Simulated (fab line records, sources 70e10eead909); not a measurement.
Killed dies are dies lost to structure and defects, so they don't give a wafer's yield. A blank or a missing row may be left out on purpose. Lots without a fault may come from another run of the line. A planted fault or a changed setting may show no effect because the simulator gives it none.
A struck lot beside a sound one | flow nand_harc | 17 steps out of a route of 1302
Sound: wafers L497.1, L497.3, L497.6. Struck: wafers L506.4, L506.6. (L506.2 of the same lot was not struck and is left out.) The cause comes at the end.
At each step with rows: each side's tool, then ch and its chambers, then its first start. Under that, the readings that differ: sound wafers | struck wafers | difference of the means | sigmas: that difference in standard deviations of wafers without a fault.
alike: readings whose means differ by less than 2 such deviations, and words and numbers that are the same on both sides. not compared: withheld readings, readings that some wafer has no value for, bounds like >300 that may hide the same value, and numbers for which the record gives no deviation and whose values overlap.
The two part at a step that has a row with sigmas, a row that says differs or no value, or rows on one side only. Numbers that don't overlap but have no deviation are shown without sigmas and don't part them. A reading that every wafer of one side lacks parts them only if that side has two wafers or more.

NHARC_P_M0_OVL_MEAS_10: pitch 180 nm.
  sound on overlay-02, day 9 09:07; struck on overlay-01, day 13 01:25
  alike: overlay_x_nm, overlay_y_nm
NHARC_P_M0_INSPECT_11:
  sound on defect_inspect-02, day 9 09:08; struck on defect_inspect-02, day 13 01:28
  reading          | sound | struck | difference | sigmas
  raw_defect_count | 7 1 1 | 12 10  | +8         | +3
then, 2 steps without rows for these wafers: NHARC_P_M0_DESCUM_14 (chemistry O2, time 3 s); NHARC_P_M0_ETCH_34 (etches the open film in N2/H2, target depth 40 nm, overetch 12 nm, time 43.94 s).
NHARC_P_M0_ETCH_15: etches the open film in C4F8/Ar, target depth 150 nm, overetch 15 nm, time 82.5 s.
  sound on rie_diel-05 ch 0,1; struck on rie_diel-05 ch 0,1
  alike: oes_product_au, rf_vpp_V
  not compared: rf_hours_counter_h
NHARC_P_M0_CD_MEAS_16:
  sound on cd_sem-02, day 9 09:30; struck on cd_sem-02, day 13 01:50
  alike: cd_nm
then, 2 steps without rows for these wafers: NHARC_P_M0_STRIP_18 (strips in N2/H2); NHARC_P_M0_STRIP_19 (strips in post etch residue remover, time 600 s).
NHARC_P_M0_DEGAS_28: time 60 s.
  sound on pvd_sputter-01, day 9 10:08; struck on pvd_sputter-03, day 13 02:27
  reading            | sound       | struck  | difference | sigmas
  heater_power_w (W) | 422 337 410 | 316 324 | -70        | -2
NHARC_P_M0_PRE_CLEAN_29: time 30 s.
  sound on pvd_sputter-01; struck on pvd_sputter-03
  alike: heater_power_w
NHARC_P_M0_PVD_20: deposits TaN, target thk 5 nm, time 8.06 s.
  sound on pvd_sputter-01; struck on pvd_sputter-03
  alike: bias_v, chamber_pressure_pa, throttle_valve_pct
then, 1 step without rows for these wafers: NHARC_P_M0_PVD_21 (deposits Cu, target thk 30 nm, time 20.49 s).
NHARC_P_M0_ECD_22: material Cu, target thk 400 nm.
  sound on ecd_cu-01 ch 1, day 9 10:32; struck on ecd_cu-01 ch 0,1, day 13 02:52
NHARC_P_M0_ANNEAL_30: time 90 s.
  sound on rtp_anneal-01 ch 0, day 9 10:52; struck on rtp_anneal-02 ch 0, day 13 03:14
  alike: wafer_temp_C_max
NHARC_P_M0_CMP_23: polishes, t overpolish 20 s, target thk 117.54 nm.
  sound on cmp-03 ch 0,2, day 9 11:14; struck on cmp-03 ch 2,3, day 13 03:33
  reading                | sound          | struck   | difference | sigmas
  time_to_endpoint_s (s) | 26.1 31.6 28.1 | 14.1 9.8 | -16.7      | -7
  alike: motor_current_A, slurry_filter_dp_kPa
NHARC_P_M0_THK_MEAS_24: measures by xrf.
  sound on film_metro-02, day 9 11:32; struck on film_metro-01, day 13 03:51
  alike: thk_nm
then, 1 step without rows for these wafers: NHARC_END_SORT_01.

WHERE THEY PART
First at NHARC_P_M0_INSPECT_11; last, within this record, at NHARC_P_M0_CMP_23. Later steps at which nothing parts them and some readings are alike: NHARC_P_M0_THK_MEAS_24.

WHY: what the simulator had put in
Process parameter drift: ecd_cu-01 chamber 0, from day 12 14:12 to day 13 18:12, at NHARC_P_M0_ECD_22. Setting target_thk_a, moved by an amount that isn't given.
